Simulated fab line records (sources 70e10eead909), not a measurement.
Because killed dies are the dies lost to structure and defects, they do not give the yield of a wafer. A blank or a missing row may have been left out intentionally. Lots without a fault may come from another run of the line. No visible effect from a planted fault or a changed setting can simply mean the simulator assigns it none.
Which tool was responsible? | flow nand-harc | Sampling: 12 lots, 36 wafers, 2 of 1302 route steps

== WHAT THE GAUGES READ, wafer by wafer ==
NHARC_P_STI_OVL_MEAS_10.
lot  | measured     | on         | overlay-x-nm (nm) | overlay-y-nm (nm)
L306 | day 2 21:01  | overlay-01 | 2 1 1             | -9 -9 -9
L307 | day 3 07:53  | overlay-01 | 5 5 5             | 4 4 4
L309 | day 4 01:19  | overlay-02 | -10 -10 -10       | -4 -4 -4
L315 | day 6 13:40  | overlay-01 | 1 1 0             | -5 -5 -5
L316 | day 6 23:26  | overlay-02 | -2 -1 -2          | -1 -1 -1
L317 | day 7 08:42  | overlay-01 | 5 5 4             | -4 -4 -4
L319 | day 8 04:31  | overlay-01 | -8 -8 -9          | -8 -7 -8
L321 | day 9 00:56  | overlay-01 | 3 3 3             | -4 -3 -3
L322 | day 9 11:22  | overlay-02 | 0 0 0             | -9 -9 -9
L323 | day 9 20:26  | overlay-01 | -7 -7 -7          | 0 0 0
L324 | day 10 11:32 | overlay-02 | -2 -2 -2          | 0 0 0
L327 | day 11 18:08 | overlay-01 | 5 5 5             | -3 -3 -3

== TOOL THAT RAN EACH LOT (tool first, then ch and the chambers of the sampled wafers, then the start) ==
lot  | NHARC_P_ZERO_WELL_ETCH_63
L306 | rie-si-02 ch 0,2,3, day 1 21:40
L307 | rie-si-01 ch 0,2,3, day 2 07:42
L309 | rie-si-04 ch 0,1,3, day 3 03:40
L315 | rie-si-04 ch 1,2,3, day 5 15:40
L316 | rie-si-01 ch 1,3, day 6 01:39
L317 | rie-si-01 ch 0,2,3, day 6 11:40
L319 | rie-si-02 ch 1,2,3, day 7 07:39
L321 | rie-si-01 ch 0,1,2, day 8 03:41
L322 | rie-si-02 ch 0,3, day 8 13:50
L323 | rie-si-02 ch 0,2,3, day 8 23:48
L324 | rie-si-02 ch 2,3, day 9 09:41
L327 | rie-si-01 ch 0,3, day 10 15:47
- NHARC_P_ZERO_WELL_ETCH_63: etches the open film in HBr/Cl2, target depth 120 nm, time 40.1 s.

== AS READ BY THE TOOLS THEMSELVES (means over the sampled wafers that have a number; for cases with no such wafer, the mark the record gives instead) ==
NHARC_P_ZERO_WELL_ETCH_63.
lot  | tool      | drypump-motor-current-A (A) | hbr-flow-sccm (sccm) | oes-product-au (a.u.) | throttle-valve-pct (%)
L306 | rie-si-02 | 6.0                         | 149.9                | 0.997                 | 26.407
L307 | rie-si-01 | 5.6                         | 149.9                | 0.999                 | 26.412
L309 | rie-si-04 | 5.4                         | 150.0                | 1.009                 | 26.395
L315 | rie-si-04 | 5.3                         | 150.1                | 1.004                 | 26.414
L316 | rie-si-01 | 5.7                         | 149.7                | 1.001                 | 26.408
L317 | rie-si-01 | 5.6                         | 149.8                | 1.006                 | 26.402
L319 | rie-si-02 | 5.6                         | 150.3                | 0.994                 | 26.410
L321 | rie-si-01 | 5.7                         | 149.8                | 0.989                 | 26.406
L322 | rie-si-02 | 6.4                         | 150.1                | 0.999                 | 26.413
L323 | rie-si-02 | 6.0                         | 150.0                | 0.999                 | 26.407
L324 | rie-si-02 | 5.9                         | 149.7                | 0.995                 | 26.404
L327 | rie-si-01 | 5.5                         | 150.4                | 1.005                 | 26.410

== THE ANSWER, worked out from the rows above alone ==
Rule: what is usual is taken from the lots themselves. The widest of any qualifying gaps counts: lots, ordered by their means at a reading, are off when they make up no more than a third of the lots, leave a main group of 4 or more, and stand apart from it by 3 or more times the standard deviation of that group's means. A main group is skipped when, at the precision printed for the reading in the tables above, its means are all equal. A lot without any number at a reading at which 4 lots or more have one is off too. Any other lot the step has rows for is counted as sound. The gauges are gone through in route order, then the tools' own readings, and for those a lot's mean is taken as printed above. At the first step where some lot is off, the reading lying furthest off is the one used; lots without a number count as furthest.
Across all readings shown, no lot is off: no conclusion can be drawn from this.

== WHAT HAD BEEN PUT IN BY THE SIMULATOR ==
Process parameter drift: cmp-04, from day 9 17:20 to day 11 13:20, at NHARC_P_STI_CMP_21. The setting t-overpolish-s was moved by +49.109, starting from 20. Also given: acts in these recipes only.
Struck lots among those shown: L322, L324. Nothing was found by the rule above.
